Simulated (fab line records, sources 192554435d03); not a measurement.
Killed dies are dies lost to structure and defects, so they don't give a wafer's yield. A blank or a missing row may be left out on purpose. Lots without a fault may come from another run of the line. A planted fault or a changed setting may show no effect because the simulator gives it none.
fab line records | flow n5_finfet
record lots=24 wafers=72 last_day=18
route steps=1938 shown BEOL_M3@1010 BEOL_M4@1037
lots that met no fault: from a run of the same line without faults
start_h: hours from the record's first day to the start of the lot's first wafer shown | wait_h: hours since the lot's step before | " the same as in the row above | L1.1+2: a row that stands for several wafers | - no value, or no start given | * or withheld: withheld | < > ~ a bound
route shown NAME@n: a module of which the file shows steps, and the number in the route of the first | usual: mean/standard deviation of fault-free wafers | same: alike in all rows | chamber/n: place in a boat | sites: the reading at each site | _std_site: their standard deviation | _edge_site: outer sites' mean less inner sites' | radius_mm: how far each site lies from the wafer's centre | mask NAME#n: copy n | behind: the tool/chamber that last shaped the wafer | hold: why the lot was held/for how many hours/how that ended | device: the transistor (n, p or np) that didn't switch | end of line: the same wafers' tests at the end of the route | a step without rows: its recipe alone | killed: dies lost to structure and defects at the first sort, not the wafer's yield | map: a wafer's dies, x killed, . not, _ none there
set.NAME: the setting as run; set.NAME@STEP: as run at that earlier step | model.NAME: the simulator's own value behind a step, which no gauge read
steps of the route over a sample of lots; a table a step, a row a wafer
services: from which hour (start_h, from the record's first day; less than 0 if before it) a tool's chamber was out of use, for how many hours, and why
## steps
# step N5_BEOL_M3_SPUTTER_96
# recipe material=Cu target_thk_a=45 temp_c=-20 chamber_pressure_pa=0.07 power_w=withheld time_s=8.29
# usual chamber_pressure_pa=0.07/0.00013 substrate_temp_c=-20.01/0.11 throttle_valve_pct=30.3/0.95
# same time_s=8.29
# columns lot.wafer tool chamber start_h wait_h chamber_pressure_pa substrate_temp_c throttle_valve_pct
L074.2 pvd_sputter-01 - 146.36 0.1 0.06998 -20.22 29.7
L074.4 " - " " 0.07009 -20.06 30.8
L074.6 " - " " 0.06989 -20.00 29.7
L075.1 pvd_sputter-03 - 157.56 0.1 0.06997 -20.00 30.8
L075.4 " - " " 0.07013 -20.08 30.1
L075.6 " - " " 0.06997 -20.13 29.3
L076.3 pvd_sputter-03 - 177.86 0.1 0.07018 -20.09 30.0
L076.5 " - " " 0.07 -19.95 29.6
L076.6 " - " " 0.06992 -20.14 30.3
L077.2 pvd_sputter-03 - 184.40 0.1 0.06998 -19.98 31.2
L077.4 " - " " 0.06999 -20.04 30.2
L077.5 " - " " 0.06978 -19.94 30.9
L078.1 pvd_sputter-02 - 190.30 0.1 0.06983 -20.06 28.7
L078.3 " - " " 0.06979 -20.01 31.3
L078.4 " - " " 0.07021 -20.09 28.2
L080.2 pvd_sputter-03 - 198.30 0.1 0.07009 -19.92 29.4
L080.3 " - " " 0.07022 -20.22 30.2
L080.6 " - " " 0.07002 -20.07 30.8
L079.1 pvd_sputter-01 - 198.54 0.1 0.06986 -20.01 31.0
L079.3 " - " " 0.06988 -20.00 29.5
L079.4 " - " " 0.07022 -20.02 29.6
L082.4 pvd_sputter-02 - 203.23 0.1 0.06989 -19.96 28.1
L082.5 " - " " 0.06995 -20.13 28.0
L082.6 " - " " 0.07009 -19.96 28.7
L081.3 pvd_sputter-01 - 211.32 0.1 0.06993 -19.92 29.8
L081.5 " - " " 0.07007 -20.17 31.9
L081.6 " - " " 0.06994 -19.83 30.9
L085.2 pvd_sputter-01 - 216.90 0.1 0.07025 -20.21 30.9
L085.3 " - " " 0.06985 -20.15 32.1
L085.5 " - " " 0.06987 -20.05 32.4
L083.4 pvd_sputter-03 - 222.71 0.1 0.07 -19.94 30.7
L083.5 " - " " 0.07023 -19.77 29.6
L083.6 " - " " 0.07013 -19.80 30.2
L084.3 pvd_sputter-01 - 228.42 0.1 0.07012 -19.99 29.9
L084.4 " - " " 0.07015 -19.87 30.9
L084.5 " - " " 0.07021 -19.90 30.8
L086.1 pvd_sputter-02 - 232.85 0.1 0.0703 -19.81 29.0
L086.3 " - " " 0.06995 -20.05 28.1
L086.5 " - " " 0.07012 -19.77 28.5
L088.2 pvd_sputter-01 - 236.84 0.1 0.0701 -19.97 29.9
L088.4 " - " " 0.07009 -19.96 30.0
L088.5 " - " " 0.07016 -20.02 30.9
L087.1 pvd_sputter-01 - 241.01 0.1 0.06998 -19.90 29.6
L087.3 " - " " 0.07008 -19.88 32.0
L087.6 " - " " 0.07 -19.95 30.0
L089.4 pvd_sputter-03 - 245.50 0.1 0.06997 -19.84 30.2
L089.5 " - " " 0.06981 -20.14 30.2
L089.6 " - " " 0.07001 -19.98 29.9
L090.1 pvd_sputter-03 - 264.00 0.1 0.07017 -20.21 29.9
L090.3 " - " " 0.07017 -19.99 30.5
L090.5 " - " " 0.06984 -20.11 30.0
L091.3 pvd_sputter-01 - 265.88 0.1 0.06991 -19.88 29.8
L091.5 " - " " 0.07009 -19.79 29.8
L091.6 " - " " 0.07018 -19.99 32.2
L093.2 pvd_sputter-01 - 267.72 0.1 0.0698 -19.93 31.8
L093.3 " - " " 0.06988 -19.83 29.8
L093.5 " - " " 0.07015 -19.98 29.8
L092.2 pvd_sputter-03 - 270.89 0.1 0.06999 -20.20 30.4
L092.3 " - " " 0.06995 -20.12 30.4
L092.6 " - " " 0.07018 -20.24 30.0
L094.1 pvd_sputter-01 - 274.58 0.1 0.06969 -20.14 30.9
L094.5 " - " " 0.06976 -19.98 29.7
L094.6 " - " " 0.06987 -20.02 31.7
L095.1 pvd_sputter-03 - 303.46 0.1 0.06999 -19.90 30.7
L095.4 " - " " 0.06986 -20.00 30.0
L095.5 " - " " 0.0699 -19.98 29.5
L096.1 pvd_sputter-01 - 304.67 0.1 0.07021 -20.04 29.9
L096.2 " - " " 0.07018 -19.94 31.9
L096.5 " - " " 0.06998 -20.03 29.7
L097.2 pvd_sputter-02 - 306.79 0.1 0.06998 -20.06 28.2
L097.3 " - " " 0.06998 -19.88 30.6
L097.5 " - " " 0.06997 -20.01 27.7
# step N5_BEOL_M3_CO_CAP_55
# recipe material=Co target_thk_a=20 temp_c=200 precursor=CCTBA/H2 pressure_torr=30 time_s=102.1
# usual heater_power_w=241/19
# same time_s=102.1
# columns lot.wafer tool chamber start_h wait_h heater_power_w since_wet_clean_h
L074.2 cvd_co-02 1 147.23 0.0 268 1126
L074.4 " 2 " " 227 -
L074.6 " 1 " " 258 -
L075.1 cvd_co-02 1 158.43 0.0 266 1137
L075.4 " 1 " " 268 -
L075.6 " 2 " " 238 -
L076.3 cvd_co-01 2 178.73 0.0 232 479
L076.5 " 0 " " 203 -
L076.6 " 1 " " 221 -
L077.2 cvd_co-02 2 185.26 0.0 240 267
L077.4 " 0 " " 257 -
L077.5 " 1 " " 268 -
L078.1 cvd_co-01 1 191.18 0.0 227 55
L078.3 " 0 " " 210 -
L078.4 " 1 " " 229 -
L080.2 cvd_co-02 0 199.16 0.0 256 741
L080.3 " 2 " " 232 281
L080.6 " 2 " " 238 -
L079.1 cvd_co-02 2 199.40 0.0 239 281
L079.3 " 0 " " 249 741
L079.4 " 0 " " 260 -
L082.4 cvd_co-02 1 204.13 0.0 267 -
L082.5 " 0 " " 261 -
L082.6 " 2 " " 233 -
L081.3 cvd_co-01 1 212.20 0.0 227 76
L081.5 " 2 " " 231 -
L081.6 " 0 " " 206 -
L085.2 cvd_co-01 0 217.87 0.0 203 978
L085.3 " 1 " " 223 81
L085.5 " 2 " " 232 -
L083.4 cvd_co-02 0 223.84 0.0 257 -
L083.5 " 1 " " 273 -
L083.6 " 2 " " 230 -
L084.3 cvd_co-02 2 229.51 0.0 235 312
L084.4 " 0 " " 261 -
L084.5 " 2 " " 241 -
L086.1 cvd_co-01 1 233.71 0.0 226 97
L086.3 " 2 " " 228 534
L086.5 " 0 " " 208 -
L088.2 cvd_co-02 0 237.71 0.0 258 779
L088.4 " 0 " " 258 -
L088.5 " 1 " " 263 -
L087.1 cvd_co-02 1 241.87 0.0 263 1221
L087.3 " 0 " " 251 783
L087.6 " 0 " " 259 -
L089.4 cvd_co-02 0 246.40 0.0 254 -
L089.5 " 2 " " 237 -
L089.6 " 1 " " 266 -
L090.1 cvd_co-02 2 264.87 0.0 242 347
L090.3 " 0 " " 254 806
L090.5 " 0 " " 257 -
L091.3 cvd_co-01 2 266.74 0.0 226 567
L091.5 " 1 " " 226 -
L091.6 " 0 " " 211 -
L093.2 cvd_co-02 1 268.74 0.0 266 1247
L093.3 " 0 " " 261 810
L093.5 " 1 " " 259 -
L092.2 cvd_co-01 2 271.77 0.0 221 572
L092.3 " 0 " " 209 1032
L092.6 " 0 " " 210 -
L094.1 cvd_co-01 0 275.45 0.0 210 1035
L094.5 " 1 " " 225 -
L094.6 " 0 " " 209 -
L095.1 cvd_co-02 2 304.81 0.0 236 387
L095.4 " 2 " " 237 -
L095.5 " 0 " " 258 -
L096.1 cvd_co-02 1 306.02 0.0 268 1285
L096.2 " 0 " " 261 847
L096.5 " 2 " " 235 -
L097.2 cvd_co-01 0 307.66 0.0 211 1068
L097.3 " 2 " " 228 608
L097.5 " 0 " " 210 -
# step N5_BEOL_M4_DESCUM_16
# recipe chemistry=O2 time_s=7 source_power_w=50 bias_power_w=20 pressure_mtorr=20 rf_frequency_hz=2.712e+07 temp_c=40 resist=CAR-EUV o2_flow_sccm=225
# usual drypump_motor_current_A=5.6/0.64 o2_flow_sccm=225.0/0.78 oes_product_au=0.80/0.098 rf_vpp_V=242.9/1.5 showerhead_plenum_p_Torr=2.07/0.08 throttle_valve_pct=20.41/0.29
# same time_s=7
# columns lot.wafer tool chamber start_h wait_h drypump_motor_current_A o2_flow_sccm oes_product_au rf_hours_counter_h rf_vpp_V showerhead_plenum_p_Torr throttle_valve_pct
L074.2 rie_diel-06 1 148.49 0.3 4.9 224.7 0.78 140 242.0 2.02 20.84
L074.4 " 3 " " 5.5 224.4 0.69 207 242.0 1.98 20.51
L074.6 " 1 " " 4.9 225.0 0.78 - 240.9 2.02 20.80
L075.1 rie_diel-06 1 160.01 0.2 4.9 224.2 0.77 145 241.5 2.02 20.81
L075.4 " 2 " " 6.6 225.7 0.68 240 240.7 1.97 20.35
L075.6 " 1 " " 4.8 226.0 0.77 - 241.9 2.02 20.84
L076.3 rie_diel-06 2 179.81 0.0 6.6 224.1 0.67 248 241.5 1.97 20.39
L076.5 " 0 " " 5.6 225.8 0.76 - 243.2 2.09 20.41
L076.6 " 1 " " 4.9 225.8 0.77 - 243.1 2.02 20.83
L077.2 rie_diel-06 3 187.51 0.0 5.5 225.7 0.68 223 242.1 1.97 20.52
L077.4 " 0 " " 5.6 225.0 0.77 - 242.6 2.09 20.42
L077.5 " 3 " " 5.4 225.2 0.69 - 241.7 1.97 20.55
L078.1 rie_diel-01 2 194.61 0.1 6.4 225.7 0.84 74 243.2 2.12 19.98
L078.3 " 0 " " 4.9 225.2 0.82 115 242.9 2.03 20.60
L078.4 " 1 " " 5.1 224.6 0.74 - 244.1 2.07 20.28
L080.2 rie_diel-01 2 200.94 0.0 6.5 224.6 0.83 76 244.2 2.12 19.97
L080.3 " 0 " " 4.9 224.2 0.81 118 242.3 2.03 20.62
L080.6 " 1 " " 5.1 224.9 0.72 - 243.3 2.07 20.29
L079.1 rie_diel-05 1 201.15 0.0 5.8 224.3 0.70 247 242.4 2.06 20.55
L079.3 " 0 " " 6.1 225.0 0.88 48 242.1 2.05 20.14
L079.4 " 1 " " 5.8 225.0 0.70 - 242.3 2.06 20.56
L082.4 rie_diel-05 3 205.60 0.1 6.1 224.8 0.71 - 244.6 2.14 20.67
L082.5 " 0 " " 6.1 226.4 0.87 - 241.7 2.05 20.14
L082.6 " 1 " " 5.8 224.8 0.70 - 242.4 2.06 20.57
L081.3 rie_diel-06 0 214.97 0.3 5.6 223.4 0.75 181 242.0 2.08 20.42
L081.5 " 3 " " 5.5 224.5 0.68 - 240.6 1.97 20.54
L081.6 " 2 " " 6.6 224.5 1.01 - 244.2 2.23 20.07
L085.2 rie_diel-06 1 220.27 0.0 4.9 224.7 0.74 170 243.9 2.01 20.87
L085.3 " 3 " " 5.5 226.4 0.66 237 241.4 1.97 20.56
L085.5 " 1 " " 4.9 224.7 0.75 - 241.8 2.01 20.86
L083.4 rie_diel-06 3 224.90 0.0 5.5 225.2 0.66 - 241.6 1.97 20.56
L083.5 " 2 " " 6.6 225.4 0.99 - 244.6 2.23 20.07
L083.6 " 1 " " 4.9 224.4 0.75 - 241.4 2.01 20.87
L084.3 rie_diel-06 3 232.52 0.0 5.5 224.6 0.68 241 240.7 1.96 20.55
L084.4 " 1 " " 4.9 224.9 0.74 - 242.8 2.01 20.87
L084.5 " 3 " " 5.5 224.4 0.67 - 240.8 1.96 20.56
L086.1 rie_diel-06 2 235.06 0.0 6.6 223.6 0.98 10 245.4 2.23 20.10
L086.3 " 3 " " 5.5 225.3 0.67 242 243.3 1.96 20.55
L086.5 " 1 " " 4.9 224.9 0.75 - 241.8 2.01 20.85
L088.2 rie_diel-01 2 239.18 0.0 6.5 225.2 0.81 89 244.6 2.12 19.99
L088.4 " 3 " " 5.2 224.8 0.94 13 243.1 2.04 20.13
L088.5 " 1 " " 5.1 225.1 0.72 - 243.5 2.06 20.30
L087.1 rie_diel-01 2 243.88 0.5 6.5 225.8 0.82 91 243.3 2.12 20.00
L087.3 " 3 " " 5.2 225.4 0.93 15 241.9 2.04 20.15
L087.6 " 1 " " 5.1 224.5 0.72 - 242.3 2.06 20.32
L089.4 rie_diel-01 2 247.43 0.0 6.4 225.5 0.80 93 243.4 2.11 20.01
L089.5 " 2 " " 6.4 224.4 0.81 - 244.6 2.11 19.99
L089.6 " 3 " " 5.3 224.0 0.93 - 241.5 2.04 20.15
L090.1 rie_diel-06 0 267.04 0.0 5.6 225.0 0.75 191 242.6 2.08 20.42
L090.3 " 2 " " 6.6 224.5 0.96 21 245.3 2.22 20.12
L090.5 " 1 " " 4.9 225.0 0.74 - 240.2 2.01 20.88
L091.3 rie_diel-01 2 268.61 0.0 6.4 224.8 0.81 100 243.6 2.11 20.01
L091.5 " 3 " " 5.2 224.2 0.92 - 244.4 2.04 20.17
L091.6 " 0 " " 4.9 224.4 0.78 - 242.3 2.02 20.67
L093.2 rie_diel-01 1 271.51 0.1 5.1 223.6 0.71 193 243.6 2.06 20.32
L093.3 " 3 " " 5.2 224.9 0.91 25 243.2 2.04 20.15
L093.5 " 2 " " 6.4 225.4 0.81 - 244.6 2.11 20.02
L092.2 rie_diel-05 1 273.63 0.0 5.7 225.0 0.96 11 242.7 2.05 20.15
L092.3 " 2 " " 5.5 225.5 0.92 21 245.5 2.14 20.04
L092.6 " 0 " " 6.1 225.3 0.84 - 242.1 2.04 20.18
L094.1 rie_diel-06 2 276.77 0.0 6.6 225.5 0.95 26 246.1 2.22 20.12
L094.5 " 2 " " 6.6 225.5 0.94 - 243.5 2.22 20.12
L094.6 " 3 " " 5.4 225.4 0.94 - 245.2 2.22 20.34
L095.1 rie_diel-01 3 307.66 0.1 5.3 224.3 0.89 37 243.8 2.04 20.16
L095.4 " 2 " " 6.4 226.0 0.79 113 243.2 2.11 20.04
L095.5 " 1 " " 5.1 225.0 0.70 - 242.1 2.05 20.34
L096.1 rie_diel-06 3 307.90 0.3 5.4 225.3 0.91 14 245.3 2.22 20.36
L096.2 " 0 " " 5.6 223.2 0.74 205 243.4 2.07 20.47
L096.5 " 3 " " 5.4 225.7 0.90 - 245.3 2.22 20.37
L097.2 rie_diel-06 0 309.16 0.0 5.6 225.5 0.73 205 242.2 2.07 20.45
L097.3 " 1 " " 4.8 224.8 0.72 206 240.9 2.00 20.92
L097.5 " 2 " " 6.6 224.7 0.91 - 245.8 2.22 20.12
# step N5_BEOL_M4_OVL_MEAS_29
# recipe points_per_wafer=522
# usual V3_OVL=0.1/0.58
# columns lot.wafer tool chamber start_h wait_h V3_OVL[nm]
L074.2 overlay-01 0 149.37 0.0 1.1
L074.4 " 0 " " 0.0
L074.6 " 0 " " 1.5
L075.1 overlay-01 0 161.09 0.0 0.4
L075.4 " 0 " " 0.9
L075.6 " 0 " " 0.4
L076.3 overlay-02 0 180.82 0.0 -1.1
L076.5 " 0 " " -0.2
L076.6 " 0 " " -0.3
L077.2 overlay-02 0 188.31 0.0 -0.2
L077.4 " 0 " " 0.0
L077.5 " 0 " " 0.3
L078.1 overlay-01 0 195.39 0.0 -0.6
L078.3 " 0 " " 0.2
L078.4 " 0 " " -0.2
L080.2 overlay-01 0 201.73 0.0 -0.6
L080.3 " 0 " " -0.2
L080.6 " 0 " " -0.8
L079.1 overlay-02 0 201.94 0.0 0.3
L079.3 " 0 " " 1.0
L079.4 " 0 " " -0.9
L082.4 overlay-01 0 206.51 0.0 -0.3
L082.5 " 0 " " 0.5
L082.6 " 0 " " 0.0
L081.3 overlay-02 0 215.77 0.0 0.6
L081.5 " 0 " " 1.0
L081.6 " 0 " " 0.2
L085.2 overlay-01 0 221.06 0.0 -0.2
L085.3 " 0 " " -0.6
L085.5 " 0 " " 0.2
L083.4 overlay-01 0 225.76 0.0 0.1
L083.5 " 0 " " -1.2
L083.6 " 0 " " -0.6
L084.3 overlay-02 0 233.31 0.0 0.7
L084.4 " 0 " " 1.3
L084.5 " 0 " " 0.7
L086.1 overlay-02 0 235.97 0.0 -0.6
L086.3 " 0 " " -0.1
L086.5 " 0 " " 0.3
L088.2 overlay-01 0 240.09 0.0 0.6
L088.4 " 0 " " 0.3
L088.5 " 0 " " -0.2
L087.1 overlay-01 0 244.86 0.0 0.0
L087.3 " 0 " " -0.3
L087.6 " 0 " " 0.1
L089.4 overlay-02 0 248.29 0.0 1.0
L089.5 " 0 " " -0.3
L089.6 " 0 " " -0.2
L090.1 overlay-02 0 267.83 0.0 0.0
L090.3 " 0 " " 0.0
L090.5 " 0 " " -0.2
L091.3 overlay-02 0 269.49 0.0 0.6
L091.5 " 0 " " 0.4
L091.6 " 0 " " 0.0
L093.2 overlay-02 0 272.36 0.0 -0.4
L093.3 " 0 " " -1.0
L093.5 " 0 " " 0.1
L092.2 overlay-02 0 274.53 0.0 0.5
L092.3 " 0 " " 1.3
L092.6 " 0 " " 0.1
L094.1 overlay-02 0 277.55 0.0 0.7
L094.5 " 0 " " 0.5
L094.6 " 0 " " 0.6
L095.1 overlay-02 0 308.59 0.0 -1.1
L095.4 " 0 " " -0.2
L095.5 " 0 " " -0.2
L096.1 overlay-02 0 308.80 0.0 0.0
L096.2 " 0 " " 0.5
L096.5 " 0 " " 0.1
L097.2 overlay-02 0 310.01 0.0 -0.2
L097.3 " 0 " " -0.8
L097.5 " 0 " " 0.2
# step N5_BEOL_M4_STRIP_97
# recipe chemistry=N2/H2 time_s=10 power_w=450 temp_c=40 pressure_mtorr=20 rf_frequency_hz=6e+07 bias_power_w=7 n2_flow_sccm=200 h2_flow_sccm=200
# usual drypump_motor_current_A=5.6/0.56 oes_product_au=0.81/0.094 rf_vpp_V=59.2/0.83 showerhead_plenum_p_Torr=2.53/0.072 throttle_valve_pct=23.6/0.32
# same time_s=10
# columns lot.wafer tool chamber start_h wait_h drypump_motor_current_A oes_product_au rf_hours_counter_h rf_vpp_V showerhead_plenum_p_Torr throttle_valve_pct
L074.2 rie_diel-01 0 - - 4.9 0.83 99 59.3 2.46 23.7
L074.4 " 1 " " 5.1 0.74 153 59.7 2.54 23.6
L074.6 " 2 " " 6.4 0.85 - 59.0 2.57 22.9
L075.1 rie_diel-06 3 - - 5.5 0.69 222 59.4 2.43 24.2
L075.4 " 0 " " 5.6 0.76 168 59.7 2.53 23.5
L075.6 " 1 " " 4.9 0.76 - 59.4 2.44 23.8
L076.3 rie_diel-01 0 - - 4.9 0.80 111 57.7 2.45 23.7
L076.5 " 1 " " 5.1 0.73 - 58.9 2.54 23.7
L076.6 " 2 " " 6.4 0.84 - 60.1 2.56 22.9
L077.2 rie_diel-01 1 - - 5.1 0.74 166 60.2 2.54 23.7
L077.4 " 2 " " 6.4 0.83 - 58.4 2.56 22.9
L077.5 " 0 " " 4.9 0.80 - 58.8 2.45 23.7
L078.1 rie_diel-05 3 - - 6.1 0.70 207 59.0 2.62 23.9
L078.3 " 0 " " 6.1 0.88 47 57.9 2.48 23.4
L078.4 " 1 " " 5.8 0.70 - 59.4 2.49 23.7
L080.2 rie_diel-01 2 - - 6.4 0.83 79 58.1 2.56 22.9
L080.3 " 1 " " 5.1 0.73 173 59.0 2.53 23.7
L080.6 " 1 " " 5.1 0.73 - 58.7 2.53 23.7
L079.1 rie_diel-01 1 - - 5.1 0.73 174 58.8 2.53 23.7
L079.3 " 0 " " 4.9 0.81 122 59.3 2.45 23.7
L079.4 " 2 " " 6.4 0.82 81 60.3 2.56 22.9
L082.4 rie_diel-01 1 - - 5.1 0.72 175 58.3 2.53 23.7
L082.5 " 1 " " 5.1 0.72 - 57.8 2.53 23.7
L082.6 " 2 " " 6.4 0.82 - 59.4 2.56 22.9
L081.3 rie_diel-05 0 - - 6.1 0.88 56 58.1 2.47 23.4
L081.5 " 1 " " 5.7 0.70 - 58.8 2.49 23.7
L081.6 " 0 " " 6.1 0.86 - 57.9 2.47 23.4
L085.2 rie_diel-01 1 - - 5.1 0.72 177 59.0 2.53 23.7
L085.3 " 0 " " 4.9 0.80 124 60.3 2.45 23.7
L085.5 " 3 " " 5.2 0.95 - 59.0 2.51 23.6
L083.4 rie_diel-01 1 - - 5.1 0.72 182 59.1 2.53 23.7
L083.5 " 1 " " 5.1 0.72 - 59.1 2.53 23.7
L083.6 " 0 " " 4.9 0.79 - 59.7 2.45 23.7
L084.3 rie_diel-05 2 - - 5.5 0.96 6 61.7 2.61 23.6
L084.4 " 0 " " 6.1 0.86 - 58.8 2.47 23.4
L084.5 " 3 " " 6.1 0.70 - 58.4 2.61 23.9
L086.1 rie_diel-06 1 - - 4.9 0.74 180 58.3 2.43 23.8
L086.3 " 3 " " 5.5 0.67 247 57.9 2.42 24.3
L086.5 " 3 " " 5.4 0.67 - 59.2 2.42 24.3
L088.2 rie_diel-01 3 - - 5.2 0.93 16 60.7 2.51 23.6
L088.4 " 2 " " 6.5 0.81 92 59.7 2.55 22.9
L088.5 " 1 " " 5.1 0.72 - 59.6 2.53 23.7
L087.1 rie_diel-05 3 - - 6.1 0.70 225 58.4 2.61 23.9
L087.3 " 0 " " 6.1 0.85 65 58.6 2.47 23.4
L087.6 " 0 " " 6.1 0.85 - 58.9 2.47 23.4
L089.4 rie_diel-05 2 - - 5.5 0.93 - 57.2 2.60 23.6
L089.5 " 1 " " 5.8 0.98 - 58.0 2.49 23.3
L089.6 " 3 " " 6.0 0.70 - 59.3 2.61 23.9
L090.1 rie_diel-05 0 - - 6.1 0.85 69 59.6 2.47 23.4
L090.3 " 2 " " 5.5 0.92 19 58.9 2.60 23.6
L090.5 " 3 " " 6.1 0.69 - 58.9 2.60 23.9
L091.3 rie_diel-06 2 - - 6.6 0.95 25 57.5 2.71 23.5
L091.5 " 1 " " 4.9 0.75 - 58.4 2.42 23.9
L091.6 " 0 " " 5.6 0.76 - 59.6 2.52 23.5
L093.2 rie_diel-05 0 - - 6.1 0.85 70 59.0 2.47 23.4
L093.3 " 2 " " 5.5 0.92 22 60.3 2.60 23.6
L093.5 " 0 " " 6.2 0.85 - 59.3 2.47 23.4
L092.2 rie_diel-01 2 - - 6.5 0.80 105 59.6 2.55 23.0
L092.3 " 0 " " 4.9 0.77 146 59.7 2.44 23.8
L092.6 " 3 " " 5.2 0.91 - 58.8 2.50 23.7
L094.1 rie_diel-06 0 - - 5.6 0.74 196 60.0 2.52 23.5
L094.5 " 1 " " 4.9 0.72 - 57.6 2.42 23.9
L094.6 " 2 " " 6.6 0.94 - 59.0 2.71 23.5
L095.1 rie_diel-01 0 - - 4.9 0.77 156 58.9 2.44 23.8
L095.4 " 2 " " 6.4 0.80 116 59.9 2.54 23.0
L095.5 " 0 " " 4.9 0.76 - 59.1 2.44 23.8
L097.2 rie_diel-05 2 - - 5.5 0.90 34 59.2 2.60 23.6
L097.3 " 3 " " 6.1 0.67 251 59.2 2.60 23.9
L097.5 " 1 " " 5.8 0.92 - 58.8 2.48 23.3
L096.1 rie_diel-05 1 - - 5.8 0.92 25 58.3 2.48 23.3
L096.2 " 2 " " 5.5 0.88 35 59.7 2.60 23.6
L096.5 " 1 " " 5.8 0.91 - 59.8 2.48 23.3
# step N5_BEOL_M4_ANNEAL_80
# recipe temp_c=400 time_s=240 ambient=vacuum
# usual heater_power_w=856/74
# same time_s=240
# columns lot.wafer tool chamber start_h wait_h heater_power_w
L074.2 pvd_sputter-01 - 157.22 0.0 739
L074.4 " - " " 777
L074.6 " - " " 888
L075.1 pvd_sputter-03 - 185.56 0.0 847
L075.4 " - " " 919
L075.6 " - " " 831
L076.3 pvd_sputter-01 - 188.56 0.0 739
L076.5 " - " " 741
L076.6 " - " " 883
L077.2 pvd_sputter-02 - 192.34 0.0 869
L077.4 " - " " 876
L077.5 " - " " 855
L078.1 pvd_sputter-03 - 200.26 0.0 806
L078.3 " - " " 828
L078.4 " - " " 925
L080.2 pvd_sputter-02 - 212.49 0.0 882
L080.3 " - " " 903
L080.6 " - " " 910
L079.1 pvd_sputter-02 - 215.43 0.0 780
L079.3 " - " " 916
L079.4 " - " " 865
L082.4 pvd_sputter-03 - 215.92 0.0 846
L082.5 " - " " 819
L082.6 " - " " 838
L081.3 pvd_sputter-02 - 220.84 0.0 987
L081.5 " - " " 887
L081.6 " - " " 735
L085.2 pvd_sputter-01 - 224.68 0.0 895
L085.3 " - " " 917
L085.5 " - " " 749
L083.4 pvd_sputter-03 - 239.77 0.0 810
L083.5 " - " " 934
L083.6 " - " " 847
L084.3 pvd_sputter-01 - 241.39 0.0 904
L084.4 " - " " 786
L084.5 " - " " 890
L086.1 pvd_sputter-02 - 245.43 0.0 947
L086.3 " - " " 750
L086.5 " - " " 969
L088.2 pvd_sputter-01 - 247.43 0.0 889
L088.4 " - " " 887
L088.5 " - " " 882
L087.1 pvd_sputter-02 - 247.56 0.0 862
L087.3 " - " " 753
L087.6 " - " " 1003
L089.4 pvd_sputter-02 - 261.80 0.0 880
L089.5 " - " " 863
L089.6 " - " " 987
L090.1 pvd_sputter-02 - 273.39 0.0 892
L090.3 " - " " 748
L090.5 " - " " 928
L091.3 pvd_sputter-02 - 277.19 0.0 861
L091.5 " - " " 915
L091.6 " - " " 763
L093.2 pvd_sputter-01 - 278.60 0.0 906
L093.3 " - " " 870
L093.5 " - " " 895
L092.2 pvd_sputter-01 - 284.04 0.0 739
L092.3 " - " " 882
L092.6 " - " " 751
L094.1 pvd_sputter-03 - 284.15 0.0 806
L094.5 " - " " 834
L094.6 " - " " 866
L095.1 pvd_sputter-03 - 313.80 0.0 893
L095.4 " - " " 836
L095.5 " - " " 787
L097.2 pvd_sputter-01 - 315.54 0.0 918
L097.3 " - " " 916
L097.5 " - " " 765
L096.1 pvd_sputter-02 - 317.13 0.0 751
L096.2 " - " " 981
L096.5 " - " " 768
## services
# columns tool chamber start_h hours kind
rie_diel-05 - 147.49 16.3 repair
pvd_sputter-02 - 162.27 23.5 repair
rie_diel-01 1 164.18 2.6 repair
rie_diel-01 3 181.79 - clean
rie_diel-01 3 181.79 - consumable_replace:focus_ring
rie_diel-01 3 181.79 19.2 scheduled_down
rie_diel-01 3 181.79 19.2 vent_cycle
cvd_co-01 2 185.87 17.5 repair
rie_diel-06 2 186.97 - clean
rie_diel-06 2 186.97 - consumable_replace:focus_ring
rie_diel-06 2 186.97 - consumable_replace:showerhead
rie_diel-06 2 186.97 13.7 scheduled_down
rie_diel-06 2 186.97 13.7 vent_cycle
rie_diel-05 - 220.37 0.1 repair
rie_diel-05 - 242.12 2.8 pm
rie_diel-05 0 249.32 13.7 repair
rie_diel-06 3 249.67 - clean
rie_diel-06 3 249.67 - consumable_replace:focus_ring
rie_diel-06 3 249.67 - consumable_replace:showerhead
rie_diel-06 3 249.67 21.2 scheduled_down
cvd_co-02 - 265.01 0.8 repair
rie_diel-01 1 266.36 5.0 repair
cvd_co-01 0 277.40 5.5 repair
pvd_sputter-02 - 310.46 4.5 repair
## key
fault none
